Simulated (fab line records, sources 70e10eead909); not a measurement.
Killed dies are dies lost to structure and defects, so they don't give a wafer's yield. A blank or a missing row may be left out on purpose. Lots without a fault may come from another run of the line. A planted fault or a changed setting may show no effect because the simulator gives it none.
Problem report in the 8D (eight disciplines) form, filled by code | flow nand_harc | the parts of the form that need people (team, actions taken, sign-off) are left out

1. THE PROBLEM
thk_nm at NHARC_A_ONON_D1_THK_MEAS_18 reads a mean of 1540 nm on 3 wafers of 3 lots; wafers without a fault read 996 nm with a standard deviation of 14. That is +39 standard deviations from the usual mean.
The step: measures by ellipsometry.
First seen on wafer L417.1, day 14 02:43, on film_metro-01. The record holds 37 wafers of 13 lots with a number at this step. Rule for "out", or "out of limits": more than 4 standard deviations from the usual mean. The other wafers with a number count as sound.

2. WHAT IT IS AND WHAT IT IS NOT
question                    | is                           | is not
which readings at this step | thk_nm                       | -
which lots                  | L417, L418, L420             | L404, L407, L408, L410, L411, L413, L414, L424, L425, L426
which wafers of those lots  | L417.1, L418.5, L420.5       | L417.4, L418.4, L420.2, L420.4
read on which gauges        | film_metro-01, film_metro-02 | -
when                        | from day 14 02:43            | up to then (22 sound wafers); but 12 sound wafers of L418, L420, L424, L425, L426 came after

3. SUSPECTS, AND WHAT RULES EACH OUT
Counting: a tool at a process step up to the reading stays a suspect if it ran every lot that is out. Sound lots after the first of them don't rule it out here, since some wafers of a struck lot are sound.
- the gauge at NHARC_A_ONON_D1_THK_MEAS_18: ruled out. The wafers that are out were read on 2 gauges (film_metro-01, film_metro-02).
- cmp-01 at NHARC_P_M2_CMP_23 (polishes, t overpolish 20 s, target thk 144.3 nm): kept. It ran every lot that is out, first L417 (day 12 11:06); its last sound lot up to then is L413 (day 11 03:38).
- pecvd_onon-03 at NHARC_A_ONON_D1_DEP_16 (target thk 1000 nm): kept. It ran every lot that is out, first L417 (day 14 02:13); its last sound lot up to then is L411 (day 11 13:23).
Left after counting: cmp-01 at NHARC_P_M2_CMP_23, pecvd_onon-03 at NHARC_A_ONON_D1_DEP_16.

4. THE CAUSE (what the simulator had put in)
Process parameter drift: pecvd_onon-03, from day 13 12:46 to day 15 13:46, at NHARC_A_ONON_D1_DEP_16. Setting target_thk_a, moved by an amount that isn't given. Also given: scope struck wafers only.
Counting left 2 suspects, and this tool is among them.

5. THE CHAIN OF EFFECTS, in route order
Each row: a reading whose mean over the struck wafers that have a number lies more than 3 standard deviations from the usual. Only readings for which the record gives a usual standard deviation are gone through. hours: the time from each lot's start at the first step in this table that gives one to its start at this step, as a median over the lots. sigmas: the change in usual standard deviations.
hours | step                        | reading         | usual  | on struck wafers | change | sigmas
0     | NHARC_A_ONON_D1_THK_MEAS_18 | thk_nm          | 996 nm | 1540             | +544   | +39
399   | NHARC_END_SORT_01           | killed_at_array | 63     | 674              | +610   | +36
399   | NHARC_END_SORT_01           | killed_dies     | 67     | 677              | +610   | +36
Later measuring or inspecting steps at which every struck wafer that the step has a row for has a number for every such reading, and none has moved that far: NHARC_A_ONON_D1_INSPECT_32.

6. WHAT WOULD HAVE CAUGHT IT SOONER
In this record the first reading out of limits at a measuring or inspecting step was taken at day 14 02:43, 14 hours after the fault began at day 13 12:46.
Of the tool readings at NHARC_A_ONON_D1_DEP_16 for which the record gives a usual standard deviation, none was out on any struck wafer, so an alarm limit of 4 standard deviations on them would not have fired.
Of the lots that are out (3), L418, L420 began NHARC_A_ONON_D1_DEP_16 on pecvd_onon-03 after day 14 02:43. A hold on the tool at that time would have spared those 2.
